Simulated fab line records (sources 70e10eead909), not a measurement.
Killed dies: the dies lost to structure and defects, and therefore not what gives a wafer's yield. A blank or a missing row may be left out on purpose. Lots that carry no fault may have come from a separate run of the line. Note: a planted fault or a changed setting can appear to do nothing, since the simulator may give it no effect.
Chamber matching	flow nand_harc	NHARC_P_M1_DESCUM_14 on rie_diel-01: 4 sister chambers
The step chemistry O2, time 3 s. 8 wafers are shown with their chamber, then 10 later ones without.

EACH WAFER AND ITS CHAMBER
wafer	chamber	drypump_motor_current_A (A)	oes_product_au (a.u.)
L082.2	0	6.2	1.006
L082.6	2	5.3	1.010
L085.1	2	5.3	0.999
L085.6	0	6.3	0.988
L087.2	1	5.4	1.004
L087.6	3	6.7	1.011
L092.1	3	6.7	1.011
L092.4	1	5.5	0.998

WAFERS WITH NO CHAMBER GIVEN
wafer	drypump_motor_current_A (A)	oes_product_au (a.u.)
L092.6	6.3	0.995
L091.1	6.3	0.999
L091.3	6.7	1.008
L091.6	5.5	1.012
L091.2	5.3	1.006
L091.4	5.4	0.999
L091.5	6.3	1.001
L095.2	5.5	1.000
L095.3	6.3	0.996
L095.5	5.5	0.995

THE CHAMBER EACH PASSED THROUGH
wafer	from the rows above	in truth
L092.6	0	0
L091.1	0	0
L091.3	3	3
L091.6	1	1
L091.2	2	2
L091.4	can't be placed: 1 or 2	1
L091.5	0	0
L095.2	1	1
L095.3	0	0
L095.5	1	1
Placed correctly: 9 of 10. Unplaceable from these rows: 1, with the true chamber sitting among the candidates in 1. Placed wrongly: 0.
How it was worked out, from the rows above alone: a wafer's distance from a chamber is the root of the sum, over the readings, of the square of ((its reading less the chamber's mean) divided by the reading's scatter). The wafer belongs to the nearest chamber; if the next one is less than 2 further off, it can't be placed. For every chamber, the mean is computed from those of its wafers that are shown. The scatter: take each reading less its chamber's mean, square it, sum over the shown wafers, divide by the number of wafers less the number of chambers, and take the root.
